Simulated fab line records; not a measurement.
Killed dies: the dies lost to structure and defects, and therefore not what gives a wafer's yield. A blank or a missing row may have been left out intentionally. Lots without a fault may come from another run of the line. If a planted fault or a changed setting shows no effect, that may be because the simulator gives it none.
fab line records -- flow n5Finfet
[record] lots = 10, wafers = 26, lastDay = 18
route steps=1938 shown GATE_CUT@493 BEOL_M4@1111 PASSIVATION@1936
lots untouched by any fault: they come from a run of this same line in which no faults occurred
startH: hours from the record's opening day to when the first of the lot's shown wafers began -- waitH: time in hours since the lot's previous step -- " identical to the entry in the row above -- L1.1+2: a single row standing in for several wafers -- - value missing, or start not given -- * or withheld: withheld -- < > ~ a bound
route shown NAME@n: a module of which the file shows steps, and the number in the route of the first -- usual: average and standard deviation across the fault-free wafers -- same: alike in all rows -- chamber/n: place in a boat -- sites: the reading at each site -- _std_site: the standard deviation of these -- _edge_site: outer sites' mean less inner sites' -- radiusMm: how far each site lies from the wafer's centre -- mask NAME#n: copy n -- behind: tool/chamber where the wafer was last shaped -- hold: why the lot was held/for how many hours/how that ended -- device: which transistor (n, p or np) failed to switch -- end of line: the same wafers' tests at the end of the route -- a step with no rows: only its recipe -- killed: count of dies lost to structure and defects at first sort (not the wafer's yield) -- map: the dies of a wafer, with x for killed, . for not killed, _ for no die there
set.NAME: the setting the step ran with; set.NAME@STEP: the setting that earlier step ran with -- model.NAME: the simulator's own value behind a step, which no gauge read
route steps across a sampled set of lots; one table per step, one row per wafer
services: from which hour (startH, from the record's first day; less than 0 if before it) a tool's chamber was out of use, for how many hours, and why
[[steps]]
[step N5_GATE_CUT_ETCH_37]
[recipe] chemistry = N2/H2, target = SOC, targetDepthA = 600, overetchA = 120, maskMaterial = SiARC, tempC = 40, timeS = 90, ionEnergyEv = 200, pressureMtorr = 30, sourceW = 840, biasW = 150, n2FlowSccm = 200, h2FlowSccm = 200
[usual] biasW = 150.0/0.45, drypumpMotorCurrentA = 5.6/0.43, oesProductAu = 0.69/0.065, rfVppV = 524.0/2.1, showerheadPlenumPTorr = 2.55/0.064, throttleValvePct = 17.88/0.23
lot.wafer,tool,chamber,startH,waitH,biasW,drypumpMotorCurrentA,oesProductAu,rfHoursCounterH,rfVppV,showerheadPlenumPTorr,throttleValvePct
L701.1,rieDiel-06,2,89.99,0.0,150.2,5.7,0.69,151,526.1,2.65,17.91
L701.2,rieDiel-06,1,89.99,0.0,149.4,6.5,0.63,203,525.0,2.54,18.03
L701.6,rieDiel-06,1,89.99,0.0,150.0,6.5,0.63,-,522.8,2.54,18.02
L702.3,rieDiel-06,2,97.66,0.0,149.8,5.7,0.69,153,526.5,2.65,17.91
L702.6,rieDiel-06,0,97.66,0.0,150.5,5.2,0.73,-,521.2,2.47,18.02
L704.3,rieDiel-02,2,106.30,0.0,150.8,6.0,0.69,134,524.5,2.55,17.72
L704.5,rieDiel-02,3,106.30,0.0,149.8,5.6,0.60,-,523.0,2.51,18.16
L705.1,rieDiel-05,1,118.42,0.0,150.2,5.6,0.65,195,527.8,2.63,17.75
L705.4,rieDiel-05,3,118.42,0.0,149.8,5.1,0.62,224,522.5,2.50,18.07
L705.6,rieDiel-05,0,118.42,0.0,150.1,5.2,0.77,-,521.5,2.46,17.22
L707.1,rieDiel-06,1,127.26,0.0,150.2,6.5,0.62,213,522.3,2.54,18.04
L707.3,rieDiel-06,3,127.26,0.0,149.7,5.6,0.67,168,525.1,2.64,17.93
L707.6,rieDiel-06,0,127.26,0.0,150.2,5.2,0.72,-,521.0,2.47,18.05
L708.2,rieDiel-06,3,135.12,0.0,148.7,5.7,0.66,170,527.1,2.64,17.91
L708.4,rieDiel-06,2,135.12,0.0,150.0,5.6,0.67,164,526.8,2.64,17.94
L708.5,rieDiel-06,0,135.12,0.0,149.4,5.2,0.72,-,520.9,2.47,18.03
L714.2,rieDiel-06,1,169.44,0.0,149.2,6.6,0.61,222,522.5,2.53,18.08
L714.3,rieDiel-06,3,169.44,0.0,150.0,5.7,0.66,179,526.3,2.63,17.92
L714.5,rieDiel-06,1,169.44,0.0,149.6,6.6,0.62,-,522.7,2.53,18.08
L716.4,rieDiel-02,1,182.02,0.0,149.8,5.6,0.76,47,521.7,2.49,17.86
L716.5,rieDiel-02,1,182.02,0.0,150.0,5.6,0.76,-,520.8,2.49,17.84
L718.4,rieDiel-02,3,191.27,0.0,150.7,5.6,0.84,3,521.8,2.51,17.70
L718.5,rieDiel-02,3,191.27,0.0,150.7,5.6,0.85,-,522.6,2.51,17.70
L719.2,rieDiel-02,2,197.98,0.0,150.1,6.0,0.68,162,521.2,2.54,17.76
L719.3,rieDiel-02,3,197.98,0.0,150.7,5.6,0.85,4,522.2,2.51,17.70
L719.5,rieDiel-02,0,197.98,0.0,149.3,5.1,0.63,-,527.2,2.61,18.16
[step N5_GATE_CUT_CUT_ETCH_53]
[recipe] chemistry = SF6/Cl2, target = W, maskMaterial = SiO2, targetDepthA = 792, pressureMtorr = 8, icpW = 900, biasW = 80, SF6_flow_sccm = 40, Cl2_flow_sccm = 60, ends = cleared
[usual] biasW = 80.01/0.22, drypumpMotorCurrentA = 5.4/0.5, etchRfOnTimeS = 25.9/0.59, oesProductAu = 0.64/0.08, throttleValvePct = 28.68/0.23
lot.wafer,tool,chamber,startH,waitH,biasW,drypumpMotorCurrentA,etchRfOnTimeS,oesProductAu,rfHoursCounterH,throttleValvePct
L701.1,rieMetal-01,1,90.31,0.1,80.22,5.9,25.0,0.79,18,28.86
L701.2,rieMetal-01,0,90.31,0.1,80.12,4.8,25.7,0.57,114,28.48
L701.6,rieMetal-01,1,90.31,0.1,79.79,5.8,24.7,0.80,-,28.86
L702.3,rieMetal-01,0,97.99,0.1,80.02,4.7,26.1,0.56,-,28.49
L702.6,rieMetal-01,1,97.99,0.1,79.90,5.8,25.1,0.79,-,28.87
L704.3,rieMetal-03,1,106.64,0.1,79.94,4.9,26.4,0.58,-,28.42
L704.5,rieMetal-03,0,106.64,0.1,79.69,6.1,27.0,0.63,-,29.18
L705.1,rieMetal-01,0,118.73,0.1,80.24,4.8,25.6,0.57,117,28.48
L705.4,rieMetal-01,1,118.73,0.1,79.66,5.9,24.7,0.78,-,28.85
L705.6,rieMetal-01,1,118.73,0.1,79.78,5.9,25.0,0.78,-,28.87
L707.1,rieMetal-02,1,127.58,0.1,80.18,5.5,25.8,0.69,47,28.54
L707.3,rieMetal-02,1,127.58,0.1,79.58,5.5,26.0,0.69,-,28.57
L707.6,rieMetal-02,1,127.58,0.1,80.10,5.4,26.0,0.69,-,28.54
L708.2,rieMetal-02,1,135.44,0.1,79.81,5.5,25.5,0.69,48,28.56
L708.4,rieMetal-02,0,135.44,0.1,79.98,5.8,26.0,0.61,-,28.67
L708.5,rieMetal-02,0,135.44,0.1,80.00,5.8,26.0,0.61,-,28.69
L714.2,rieMetal-01,0,169.76,0.1,79.99,4.7,25.9,0.56,122,28.51
L714.3,rieMetal-01,1,169.76,0.1,80.28,5.9,25.2,0.76,-,28.89
L714.5,rieMetal-01,0,169.76,0.1,79.87,4.8,25.8,0.56,-,28.50
L716.4,rieMetal-02,1,182.35,0.1,79.98,5.4,26.2,0.67,-,28.55
L716.5,rieMetal-02,1,182.35,0.1,79.87,5.5,18.9,0.82,-,28.57
L718.4,rieMetal-02,0,191.61,0.1,80.53,5.8,25.9,0.60,-,28.70
L718.5,rieMetal-02,0,191.61,0.1,80.35,5.8,19.0,0.73,-,28.70
L719.2,rieMetal-02,1,198.30,0.1,80.03,5.4,25.9,0.68,53,28.56
L719.3,rieMetal-02,0,198.30,0.1,79.97,5.8,26.2,0.59,-,28.68
L719.5,rieMetal-02,0,198.30,0.1,80.09,5.8,18.9,0.73,-,28.71
[step N5_GATE_CUT_VAPOR_ETCH_51]
[recipe] chemistry = BCl3/Cl2, target = HfO2, mode = isotropic
[usual] drypumpMotorCurrentA = 5.4/0.5, oesProductAu = 0.70/0.086
lot.wafer,tool,chamber,startH,waitH,drypumpMotorCurrentA,oesProductAu
L701.1,rieMetal-01,1,90.55,0.0,5.9,0.86
L701.2,rieMetal-01,0,90.55,0.0,4.8,0.62
L701.6,rieMetal-01,1,90.55,0.0,5.9,0.85
L702.3,rieMetal-01,0,98.22,0.0,4.8,0.63
L702.6,rieMetal-01,1,98.22,0.0,5.9,0.85
L704.3,rieMetal-03,1,106.87,0.0,4.9,0.63
L704.5,rieMetal-03,0,106.87,0.0,6.1,0.72
L705.1,rieMetal-01,0,118.97,0.0,4.8,0.62
L705.4,rieMetal-01,1,118.97,0.0,5.9,0.84
L705.6,rieMetal-01,1,118.97,0.0,5.9,0.84
L707.1,rieMetal-02,1,127.82,0.0,5.5,0.76
L707.3,rieMetal-02,1,127.82,0.0,5.5,0.76
L707.6,rieMetal-02,1,127.82,0.0,5.5,0.76
L708.2,rieMetal-02,1,135.68,0.0,5.5,0.76
L708.4,rieMetal-02,0,135.68,0.0,5.8,0.67
L708.5,rieMetal-02,0,135.68,0.0,5.8,0.67
L714.2,rieMetal-01,0,170.00,0.0,4.8,0.61
L714.3,rieMetal-01,1,170.00,0.0,5.8,0.83
L714.5,rieMetal-01,0,170.00,0.0,4.8,0.61
L716.4,rieMetal-02,1,182.58,0.0,5.5,0.75
L716.5,rieMetal-02,1,182.58,0.0,5.5,0.76
L718.4,rieMetal-02,0,191.92,0.0,5.8,0.67
L718.5,rieMetal-02,0,191.92,0.0,5.7,0.66
L719.2,rieMetal-02,1,198.54,0.0,5.5,0.75
L719.3,rieMetal-02,0,198.54,0.0,5.7,0.66
L719.5,rieMetal-02,0,198.54,0.0,5.8,0.66
[step N5_GATE_CUT_ALD_22]
[recipe] material = SiNx, targetThkA = 160, tempC = 400, aldPrecursorFamily = SiH2I2, aldCoReactant = N2/H2-plasma, pulseTimeS = 1, aldCycles = 320, purgeTimeS = 2, coReactantPurgeTimeS = 2, pressureTorr = 2
[usual] heaterPowerW = 861/110, precursorPulseHeightRel = 0.999/0.02
lot.wafer,tool,chamber,startH,waitH,heaterPowerW,precursorPulseHeightRel
L701.1,aldSin-03,1,91.05,0.3,768,1.017
L701.2,aldSin-03,1,91.05,0.3,756,1.018
L701.6,aldSin-03,1,94.70,4.0,746,0.962
L702.3,aldSin-02,2,98.44,0.0,1109,1.000
L702.6,aldSin-02,3,98.44,0.0,748,0.982
L704.3,aldSin-02,2,107.07,0.0,1146,0.994
L704.5,aldSin-02,3,107.07,0.0,743,0.981
L705.1,aldSin-04,0,119.73,0.6,877,0.996
L705.4,aldSin-04,1,119.73,0.6,864,0.990
L705.6,aldSin-04,0,119.73,0.6,884,1.012
L707.1,aldSin-04,1,128.02,0.0,837,0.972
L707.3,aldSin-04,3,128.02,0.0,911,1.004
L707.6,aldSin-04,3,128.02,0.0,922,1.023
L708.2,aldSin-04,0,135.89,0.0,886,1.011
L708.4,aldSin-04,3,135.89,0.0,936,1.012
L708.5,aldSin-04,2,135.89,0.0,805,0.999
L714.2,aldSin-03,0,170.20,0.0,945,1.004
L714.3,aldSin-03,2,170.20,0.0,890,1.000
L714.5,aldSin-03,0,170.20,0.0,920,1.014
L716.4,aldSin-03,2,182.99,0.2,876,1.004
L716.5,aldSin-03,2,182.99,0.2,883,1.013
L718.4,aldSin-02,2,192.12,0.0,1118,0.973
L718.5,aldSin-02,2,192.12,0.0,1136,1.042
L719.2,aldSin-03,3,198.74,0.0,829,0.976
L719.3,aldSin-03,1,198.74,0.0,760,0.990
L719.5,aldSin-03,2,198.74,0.0,883,1.037
[step N5_BEOL_M4_RC_MEAS_101]
[usual] DIBL_N = 36.5/1.9, DIBL_P = 36.4/2.2, IOFF_N = 0.17/0.034, IOFF_P = 0.21/0.036, ION_N = 678/12, ION_P = 462/7.1, SS_N = 71.7/0.61, SS_P = 73.4/0.71, VT_N = 249/3.5, VT_P = -251/3
lot.wafer,tool,chamber,startH,waitH,DIBL_N[mV/V],DIBL_P[mV/V],IOFF_N[nA/um],IOFF_P[nA/um],ION_N[uA/um],ION_P[uA/um],SS_N[mV/dec],SS_P[mV/dec],VT_N[mV],VT_P[mV]
L701.1,prober-02,0,185.35,0.0,37.6,37.9,0.16,0.23,671,455,71.6,73.9,248,-250
L701.2,prober-02,0,185.35,0.0,40.3,40.5,0.23,0.27,691,471,71.8,75.4,243,-247
L701.6,prober-02,0,185.35,0.0,36.1,35.1,0.15,0.18,666,453,70.9,73.0,251,-253
L704.3,prober-01,0,193.03,0.3,34.2,34.7,0.15,0.20,675,464,70.5,72.9,249,-249
L704.5,prober-01,0,193.03,0.3,34.4,34.6,0.15,0.20,676,471,70.9,73.6,250,-248
L702.3,prober-02,0,204.51,0.3,39.2,39.0,0.22,0.23,689,462,72.0,74.0,246,-252
L702.6,prober-02,0,204.51,0.3,39.5,38.4,0.22,0.24,677,464,72.4,73.7,245,-252
L705.1,prober-02,0,209.41,0.0,38.1,38.5,0.20,0.25,687,464,71.9,73.6,246,-249
L705.4,prober-02,0,209.41,0.0,35.4,33.8,0.14,0.18,670,456,71.4,72.7,251,-252
L705.6,prober-02,0,209.41,0.0,39.0,39.9,0.22,0.28,688,473,72.3,74.6,245,-248
L708.2,prober-01,0,237.59,0.2,36.3,34.0,0.13,0.17,664,456,70.8,72.6,253,-258
L708.4,prober-01,0,237.59,0.2,36.0,33.9,0.13,0.16,671,453,70.9,73.0,252,-255
L708.5,prober-01,0,237.59,0.2,35.0,32.9,0.12,0.16,658,458,71.3,72.2,256,-256
L707.1,prober-02,0,238.07,0.0,34.9,34.9,0.15,0.20,681,470,71.3,73.2,247,-250
L707.3,prober-02,0,238.07,0.0,35.3,33.9,0.15,0.19,666,458,71.8,72.7,249,-248
L707.6,prober-02,0,238.07,0.0,34.3,33.7,0.14,0.19,667,469,71.0,72.7,250,-253
L714.2,prober-02,0,282.68,0.2,39.9,40.4,0.25,0.28,707,470,72.9,75.2,245,-248
L714.3,prober-02,0,282.68,0.2,35.5,34.8,0.16,0.19,663,453,71.0,73.6,251,-251
L714.5,prober-02,0,282.68,0.2,37.2,36.8,0.18,0.23,674,462,72.1,74.4,249,-249
L719.2,prober-01,0,298.12,0.2,36.8,38.1,0.18,0.22,676,468,71.6,73.6,248,-252
L719.3,prober-01,0,298.12,0.2,35.3,37.1,0.16,0.19,673,456,72.2,72.8,251,-254
L719.5,prober-01,0,298.12,0.2,35.3,37.4,0.17,0.20,689,470,72.2,72.9,249,-252
L716.4,prober-02,0,298.76,0.5,36.8,35.1,0.16,0.19,683,464,71.6,73.5,249,-251
L716.5,prober-02,0,298.76,0.5,39.3,38.0,0.19,0.25,680,468,72.0,74.0,248,-248
L718.4,prober-01,0,307.56,0.5,33.3,34.4,0.14,0.16,686,462,72.0,72.5,250,-254
L718.5,prober-01,0,307.56,0.5,33.8,34.5,0.12,0.16,662,455,71.7,73.3,254,-253
[step N5_PASSIVATION_PROBE_49]
[usual] defectLimitedYield = 91.0/1.5, killed_at_M0_to_M3 = 35/11, killed_at_M4_up = 13/5, killedAtContacts = 12/5.9, killedAtFrontEnd = 42/13, killedAtOther = 3/3.2, killedDies = 106/18, killedOpen = 69/13, killedShort = 35/8.9, sort_bin_5_function = 5.2/0.95, sort_bin_6_memory = 3.3/0.71, sortNPass = 1074/18, sortYieldPct = 91.0/1.5
[same] grossDies = 1180, killedAtBackSide = 0, sort_bin_4_leakage[%] = 0, sort_bin_8_speed[%] = 0
lot.wafer,tool,chamber,startH,waitH,defectLimitedYield[%],killed_at_M0_to_M3,killed_at_M4_up,killedAtContacts,killedAtFrontEnd,killedAtOther,killedDies,killedOpen,killedShort,sort_bin_5_function[%],sort_bin_6_memory[%],sortNPass,sortYieldPct[%]
L716.4,prober-02,-,420.57,0.2,91.1,42,6,17,38,2,105,68,37,6.0,2.7,1075,91.1
L716.5,prober-02,-,420.62,0.2,91.3,52,9,11,30,1,103,71,32,5.3,3.1,1077,91.3
// killed by level:class
L716.4 MOL_CONTACT_COAG:geometricParticle:open=14 FIN_SAQP:geometricParticle:open=13 BEOL_M0_SAQP:geometricParticle:open=11 BEOL_M1:geometricParticle:open=10 FIN_SAQP:geometricParticle:short=8 BEOL_M0_SAQP:geometricParticle:short=7 DUMMY_GATE:geometricParticle:open=6 BEOL_M1:geometricParticle:short=5
L716.5 BEOL_M0_SAQP:geometricParticle:open=18 BEOL_M0_SAQP:geometricParticle:short=11 BEOL_M3:geometricParticle:open=10 MOL_CONTACT_COAG:geometricParticle:open=9 FIN_SAQP:geometricParticle:open=8 FIN_SAQP:geometricParticle:short=4 STI_FIN_REVEAL:geometricParticle:open=4 BEOL_M1:geometricParticle:short=4
[[services]]
tool,chamber,startH,hours,kind
rieMetal-01,1,72.14,4.7,repair
aldSin-02,2,77.09,7.8,repair
rieMetal-03,1,93.27,4.2,repair
rieDiel-06,-,95.50,1.1,repair
rieDiel-02,0,110.40,10.7,repair
rieDiel-02,-,134.86,0.7,repair
rieMetal-03,1,139.92,7.6,repair
aldSin-04,2,141.35,11.1,repair
rieMetal-03,0,143.97,12.3,repair
aldSin-03,1,147.19,7.9,repair
rieDiel-02,3,147.66,-,clean
rieDiel-02,3,147.66,-,consumableReplace:focusRing
rieDiel-02,3,147.66,33.6,scheduledDown
rieDiel-02,3,147.66,33.6,ventCycle
aldSin-02,1,169.32,4.6,repair
aldSin-04,1,174.65,10.0,repair
aldSin-04,-,177.95,14.0,pm
aldSin-04,0,177.95,14.0,ventCycle
aldSin-04,2,177.95,14.0,ventCycle
aldSin-04,3,177.95,14.0,ventCycle
rieMetal-01,-,188.36,28.1,pm
aldSin-04,0,191.95,-,clean
aldSin-04,1,191.95,-,clean
aldSin-04,2,191.95,-,clean
[[key]]
[firstSign] step = N5_GATE_CUT_CUT_ETCH_53, reading = etchRfOnTimeS, direction = down, sigmas = 12, usual = *, struck = *
effect none on later readings
metAt N5_GATE_CUT_CUT_ETCH_53
struckLots L716,L718,L719
struckWafers L716.5,L718.5,L719.5
notActingAt N5_GATE_CUT_ETCH_37,N5_GATE_CUT_VAPOR_ETCH_51,N5_GATE_CUT_ALD_22
onsetBetween 135.44 182.35
[fault] kind = processParameterDrift, tool = rieMetal-02, chamber = -, onsetH = 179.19, steps = N5_GATE_CUT_CUT_ETCH_53, channel = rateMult, offset = 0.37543, shape = step, endH = 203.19, scope = struckWafersOnly
